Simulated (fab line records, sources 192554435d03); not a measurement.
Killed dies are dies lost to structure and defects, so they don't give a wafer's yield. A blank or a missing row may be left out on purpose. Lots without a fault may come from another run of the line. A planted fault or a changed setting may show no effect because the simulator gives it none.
Split-lot experiment | flow n5_finfet | 7 lots, 39 wafers read, on a route of 1938 steps

THE SPLIT
At N5_DUMMY_GATE_ETCH_32 (etches SiO2 in CF4, target depth 3.5 nm, time 3.9 s), the setting time_s was moved away from the recipe's 3.9 s on 15 of the 39 wafers read, by -17.6% to +18.5%. The other wafers ran this setting at the recipe's value.

The reading is taken at the split's own step.

THE READING
etch.depth_nm (the simulator's own value, which no gauge read), in nm, at N5_DUMMY_GATE_ETCH_32 (etches SiO2 in CF4, target depth 3.5 nm, time 3.9 s). The file gives no usual value for it. The 24 wafers here that ran the recipe average 3.530 nm, standard deviation 0.046 nm.

wafer  | tool, chamber at the split | time_s as run, s | against the recipe | etch.depth_nm, nm | against lot-mates on the recipe
L074.1 | rie_si-06, 0               | 3.9              | recipe             | 3.616             | -
L074.2 | rie_si-06, 2               | 3.272            | -16.1%             | 2.986             | -0.588
L074.3 | rie_si-06, 3               | 3.272            | -16.1%             | 3.049             | -0.525
L074.4 | rie_si-06, 1               | 3.9              | recipe             | 3.543             | -
L074.5 | rie_si-06, 1               | 3.272            | -16.1%             | 2.949             | -0.625
L074.6 | rie_si-06, 2               | 3.9              | recipe             | 3.562             | -
L075.1 | rie_si-02, 2               | 3.9              | recipe             | 3.527             | -
L075.2 | rie_si-02, 3               | 3.9              | recipe             | 3.451             | -
L075.3 | rie_si-02, 1               | 4.401            | +12.8%             | 4.015             | +0.508
L075.4 | rie_si-02, 1               | 3.9              | recipe             | 3.544             | -
L075.5 | rie_si-02, 2               | 4.401            | +12.8%             | 3.999             | +0.492
L075.6 | rie_si-02, 3               | 4.401            | +12.8%             | 3.888             | +0.381
L076.1 | rie_si-02, 3               | 3.9              | recipe             | 3.451             | -
L076.4 | rie_si-02, 2               | 3.9              | recipe             | 3.514             | -
L076.6 | rie_si-02, 0               | 3.9              | recipe             | 3.54              | -
L078.1 | rie_si-06, 3               | 4.623            | +18.5%             | 4.235             | +0.706
L078.2 | rie_si-06, 0               | 4.623            | +18.5%             | 4.248             | +0.719
L078.3 | rie_si-06, 1               | 3.9              | recipe             | 3.489             | -
L078.4 | rie_si-06, 2               | 3.9              | recipe             | 3.524             | -
L078.5 | rie_si-06, 0               | 3.9              | recipe             | 3.573             | -
L078.6 | rie_si-06, 3               | 4.623            | +18.5%             | 4.262             | +0.733
L090.1 | rie_si-06, 2               | 3.9              | recipe             | 3.544             | -
L090.2 | rie_si-06, 0               | 3.9              | recipe             | 3.54              | -
L090.3 | rie_si-06, 3               | 3.212            | -17.6%             | 2.921             | -0.630
L090.4 | rie_si-06, 1               | 3.212            | -17.6%             | 2.855             | -0.696
L090.5 | rie_si-06, 3               | 3.9              | recipe             | 3.568             | -
L090.6 | rie_si-06, 2               | 3.212            | -17.6%             | 2.885             | -0.666
L094.1 | rie_si-02, 0               | 4.61             | +18.2%             | 4.127             | +0.656
L094.2 | rie_si-02, 2               | 3.9              | recipe             | 3.509             | -
L094.3 | rie_si-02, 1               | 4.61             | +18.2%             | 4.153             | +0.682
L094.4 | rie_si-02, 3               | 4.61             | +18.2%             | 4.038             | +0.567
L094.5 | rie_si-02, 3               | 3.9              | recipe             | 3.437             | -
L094.6 | rie_si-02, 0               | 3.9              | recipe             | 3.467             | -
L096.1 | rie_si-05, 2               | 3.9              | recipe             | 3.522             | -
L096.2 | rie_si-05, 0               | 3.9              | recipe             | 3.596             | -
L096.3 | rie_si-05, 1               | 3.9              | recipe             | 3.543             | -
L096.4 | rie_si-05, 3               | 3.9              | recipe             | 3.524             | -
L096.5 | rie_si-05, 0               | 3.9              | recipe             | 3.604             | -
L096.6 | rie_si-05, 1               | 3.9              | recipe             | 3.525             | -

THE FIT
A straight line over all 39 wafers: etch.depth_nm changes by +0.035 nm for each +1% of time_s; r = +0.99; the points scatter about the line by 0.053 nm.
The same after taking each lot's own level away (the mean of its wafers on the recipe; 39 wafers): +0.0368 nm for each +1%; r = +0.99; scatter 0.04 nm.
On that fit, the largest move of time_s shifts the reading by 0.68 nm.
The lots' own levels span 3.4710 to 3.5737 nm, that is 2.2 times the standard deviation above.
So the lot-to-lot level changes the slope little: the two slopes agree.
Check: with one of the wafers moved furthest among these (+18.5%) left out of the fit, the line predicts +0.678 nm for it against its lot-mates. It came out at +0.706 nm against them.

OTHER SPLITS ON THESE WAFERS
These wafers also went through other splits before the reading. Each is held against what the fit with the lots' levels taken away leaves over:
other split on the same wafers | wafers away from the commonest value | r with etch.depth_nm (lot level and that fit taken away)
N5_DUMMY_GATE_CVD_03 temp_c    | 24                                   | +0.04
N5_DUMMY_GATE_ETCH_37 source_w | 18                                   | +0.09

THE FILE'S OWN FIT
etch.depth_nm changes by +0.0368 nm for each +1% of time_s, r = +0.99.
